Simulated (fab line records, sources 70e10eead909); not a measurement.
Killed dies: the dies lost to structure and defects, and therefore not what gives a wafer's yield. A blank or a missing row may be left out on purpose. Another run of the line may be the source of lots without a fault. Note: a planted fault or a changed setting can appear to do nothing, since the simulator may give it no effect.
Which of the tools did it? | flow nand-harc | 14 lots with 42 wafers sampled at 5 steps, on a route of 1159 steps

== WHAT EACH GAUGE READ, for each wafer ==
NHARC_P_M0_CD_MEAS_09: target cd 90 nm. Usual: 90.0 nm for cd-nm, sd 0.88.
lot  | measured     | on        | cd-nm (nm)     | flag
L937 | day 5 16:57  | cd-sem-03 | 89.8 90.4 90.6 |
L939 | day 6 06:35  | cd-sem-02 | 90.2 91.2 90.3 |
L940 | day 6 10:12  | cd-sem-03 | 89.2 89.0 88.8 |
L942 | day 6 23:29  | cd-sem-03 | 89.8 89.2 89.7 |
L941 | day 7 00:08  | cd-sem-03 | 89.7 89.4 89.1 |
L943 | day 7 13:14  | cd-sem-03 | 91.0 90.0 90.0 |
L951 | day 9 09:47  | cd-sem-02 | 88.8 89.7 89.3 |
L948 | day 9 10:20  | cd-sem-03 | 89.1 90.4 89.2 |
L955 | day 9 22:40  | cd-sem-03 | 88.9 89.9 89.5 |
L954 | day 9 23:31  | cd-sem-02 | 89.7 89.5 90.1 |
L956 | day 10 11:07 | cd-sem-02 | 90.4 89.4 88.6 |
L957 | day 10 17:11 | cd-sem-02 | 91.2 90.0 91.6 |
L958 | day 11 02:55 | cd-sem-03 | 90.4 90.6 89.4 |
L960 | day 11 06:33 | cd-sem-02 | 88.5 88.5 89.3 |

NHARC_P_M0_THK_MEAS_24: measures by xrf. Usual: 116.7 nm for thk-nm, sd 1.6.
lot  | measured     | on            | thk-nm (nm)       | flag
L937 | day 5 19:28  | film-metro-02 | 116.1 115.2 113.4 |
L939 | day 6 09:06  | film-metro-01 | 119.0 117.3 115.6 |
L940 | day 6 12:52  | film-metro-02 | 114.6 115.3 117.5 |
L942 | day 7 02:00  | film-metro-02 | 115.5 117.1 115.3 |
L941 | day 7 02:44  | film-metro-01 | 118.7 117.4 118.9 |
L943 | day 7 15:48  | film-metro-01 | 116.2 115.6 118.4 |
L951 | day 9 12:18  | film-metro-02 | 30.4 31.0 29.4    | OFF
L948 | day 9 12:52  | film-metro-01 | 32.4 32.0 30.9    | OFF
L955 | day 10 01:15 | film-metro-02 | 114.4 114.9 114.4 |
L954 | day 10 02:01 | film-metro-02 | 117.8 117.1 118.5 |
L956 | day 10 14:01 | film-metro-01 | 116.5 116.6 116.9 |
L957 | day 10 19:48 | film-metro-01 | 117.6 118.1 117.0 |
L958 | day 11 05:25 | film-metro-01 | 119.8 117.1 115.6 |
L960 | day 11 09:07 | film-metro-01 | 114.5 115.3 114.6 |

== TOOL THAT RAN EACH LOT (tool first, then ch and the chambers of the sampled wafers, then the start) ==
lot  | NHARC_P_CONTACT_CMP_24       | NHARC_P_M0_ECD_22              | NHARC_P_M0_CMP_23
L937 | cmp-03 ch 0,2,3, day 5 15:33 | ecd-cu-01 ch 0,1, day 5 18:25  | cmp-01 ch 0,2,3, day 5 19:08
L939 | cmp-04 ch 0,1, day 6 05:17   | ecd-cu-01 ch 0,1, day 6 08:04  | cmp-04 ch 1,2,3, day 6 08:49
L940 | cmp-02 ch 0,3, day 6 09:01   | ecd-cu-02 ch 0,1, day 6 11:49  | cmp-04 ch 0,1,3, day 6 12:35
L942 | cmp-02 ch 1,2,3, day 6 22:19 | ecd-cu-02 ch 0,1, day 7 00:57  | cmp-01 ch 0,1, day 7 01:43
L941 | cmp-04 ch 0,2,3, day 6 22:53 | ecd-cu-02 ch 0,1, day 7 01:45  | cmp-04 ch 0,2,3, day 7 02:25
L943 | cmp-03 ch 1,2,3, day 7 11:58 | ecd-cu-02 ch 1, day 7 14:42    | cmp-02 ch 0,1,2, day 7 15:31
L951 | cmp-03 ch 2,3, day 9 08:26   | ecd-cu-01 ch 0,1, day 9 11:15  | cmp-01 ch 2,3, day 9 12:01
L948 | cmp-02 ch 0,1,2, day 9 09:01 | ecd-cu-02 ch 0,1, day 9 11:48  | cmp-01 ch 0,1,3, day 9 12:33
L955 | cmp-02 ch 0,2,3, day 9 21:22 | ecd-cu-02 ch 0,1, day 10 00:10 | cmp-01 ch 0,1,3, day 10 00:56
L954 | cmp-03 ch 1,2, day 9 22:13   | ecd-cu-01 ch 1, day 10 00:59   | cmp-02 ch 0,1,2, day 10 01:46
L956 | cmp-02 ch 0,1, day 10 09:51  | ecd-cu-01 ch 0,1, day 10 12:37 | cmp-01 ch 0,1, day 10 13:44
L957 | cmp-02 ch 0,1, day 10 15:52  | ecd-cu-02 ch 0,1, day 10 18:47 | cmp-02 ch 0,1,2, day 10 19:32
L958 | cmp-02 ch 2,3, day 11 01:44  | ecd-cu-01 ch 0,1, day 11 04:23 | cmp-02 ch 0,1,3, day 11 05:07
L960 | cmp-03 ch 1,2, day 11 05:23  | ecd-cu-02 ch 0,1, day 11 08:04 | cmp-02 ch 1,2,3, day 11 08:49
- NHARC_P_CONTACT_CMP_24: polishes, t overpolish 30 s, target thk 200 nm.
- NHARC_P_M0_ECD_22: material Cu, target thk 400 nm.
- NHARC_P_M0_CMP_23: polishes, t overpolish 20 s, target thk 117.53 nm.

== WHAT THE TOOLS THEMSELVES READ (means of the sampled wafers that have a number; where no wafer has one, the mark that the record gives instead) ==
NHARC_P_CONTACT_CMP_24. Usual: motor-current-A 11.9 A, standard deviation 1.4; overpolish-run-s 30.001 s, standard deviation 0.0077; pad-life-wafers 298, standard deviation 200; time-to-endpoint-s 41 s, standard deviation 3.1.
lot  | tool   | motor-current-A (A) | overpolish-run-s (s) | pad-life-wafers | time-to-endpoint-s (s) | flag
L937 | cmp-03 | 12.3                | 30.006               | 235             | 41                     |
L939 | cmp-04 | 11.6                | 30.006               | 114             | 42                     |
L940 | cmp-02 | 11.0                | 30.003               | 582             | 39                     |
L942 | cmp-02 | 12.0                | 30.003               | 86              | 39                     |
L941 | cmp-04 | 12.2                | 30.009               | 194             | 42                     |
L943 | cmp-03 | 12.7                | 29.998               | 500             | 39                     |
L951 | cmp-03 | 12.7                | 30.005               | 216             | 43                     |
L948 | cmp-02 | 12.4                | 30.001               | 415             | 41                     |
L955 | cmp-02 | 10.7                | 29.998               | 511             | 42                     |
L954 | cmp-03 | 12.0                | 29.997               | 368             | 40                     |
L956 | cmp-02 | 13.4                | 30.001               | 625             | 42                     |
L957 | cmp-02 | 12.6                | 30.003               | 6               | 39                     |
L958 | cmp-02 | 10.2                | 30.008               | 104             | 37                     |
L960 | cmp-03 | 12.5                | 30.005               | 668             | 45                     |

NHARC_P_M0_ECD_22. Usual: bath-heat-duty-pct 6.5 %, standard deviation 0.6; bath-temp-c 25.02 C, standard deviation 0.11.
lot  | tool      | bath-heat-duty-pct (%) | bath-temp-c (C) | flag
L937 | ecd-cu-01 | 6.5                    | 25.02           |
L939 | ecd-cu-01 | 5.6                    | 24.98           |
L940 | ecd-cu-02 | 6.3                    | 25.09           |
L942 | ecd-cu-02 | 6.7                    | 25.01           |
L941 | ecd-cu-02 | 6.8                    | 25.04           |
L943 | ecd-cu-02 | 6.9                    | 25.03           |
L951 | ecd-cu-01 | -                      | -               | OFF
L948 | ecd-cu-02 | -                      | -               | OFF
L955 | ecd-cu-02 | 7.1                    | 25.02           |
L954 | ecd-cu-01 | 6.2                    | 25.06           |
L956 | ecd-cu-01 | 6.1                    | 24.93           |
L957 | ecd-cu-02 | 6.9                    | 24.93           |
L958 | ecd-cu-01 | 6.5                    | 24.97           |
L960 | ecd-cu-02 | 6.8                    | 25.10           |

NHARC_P_M0_CMP_23. Usual: motor-current-A 11.4 A, standard deviation 1.1; pad-life-wafers 219, standard deviation 140; time-to-endpoint-s 27.0 s, standard deviation 2.8.
lot  | tool   | motor-current-A (A) | pad-life-wafers | time-to-endpoint-s (s) | flag
L937 | cmp-01 | 11.4                | 145             | 28.4                   |
L939 | cmp-04 | 11.7                | 128             | 26.6                   |
L940 | cmp-04 | 11.9                | 140             | 27.3                   |
L942 | cmp-01 | 10.8                | 314             | 24.9                   |
L941 | cmp-04 | 12.2                | 218             | 30.6                   |
L943 | cmp-02 | 12.6                | 212             | 29.6                   |
L951 | cmp-01 | 11.2                | 86              | 0.4                    | OFF
L948 | cmp-01 | 10.5                | 91              | 0.0                    | OFF
L955 | cmp-01 | 11.0                | 205             | 22.2                   |
L954 | cmp-02 | 12.5                | 548             | 26.1                   |
L956 | cmp-01 | 10.8                | 355             | 23.0                   |
L957 | cmp-02 | 12.3                | 44              | 24.9                   |
L958 | cmp-02 | 11.4                | 122             | 26.9                   |
L960 | cmp-02 | 11.5                | 158             | 28.7                   |

== THE ANSWER, worked out from the rows above alone ==
Rule: a lot counts as off when the mean over its wafers that have a number is more than 3 standard deviations away from the usual mean. A lot without any number at a reading at which 4 lots or more have one is off too. The other lots that the step has rows for count as sound. Order of review: gauges by route order, followed by the tools' own readings, for which a lot's mean as printed above is used. At the first step where some lot is off, the reading lying furthest off is the one used; lots without a number count as furthest.
Off: L951, L948, at NHARC_P_M0_THK_MEAS_24 (thk-nm).
A tool fits if, at a process step before that reading, it ran every lot that is off, and no sound lot after the first of them. The gauges at NHARC_P_M0_THK_MEAS_24 aren't tried: what is off there is off at NHARC_P_M0_ECD_22 too, on other tools, and a gauge's error can't cause that. Not one of the candidates tried fits.

== WHAT THE SIMULATOR HAD INSERTED ==
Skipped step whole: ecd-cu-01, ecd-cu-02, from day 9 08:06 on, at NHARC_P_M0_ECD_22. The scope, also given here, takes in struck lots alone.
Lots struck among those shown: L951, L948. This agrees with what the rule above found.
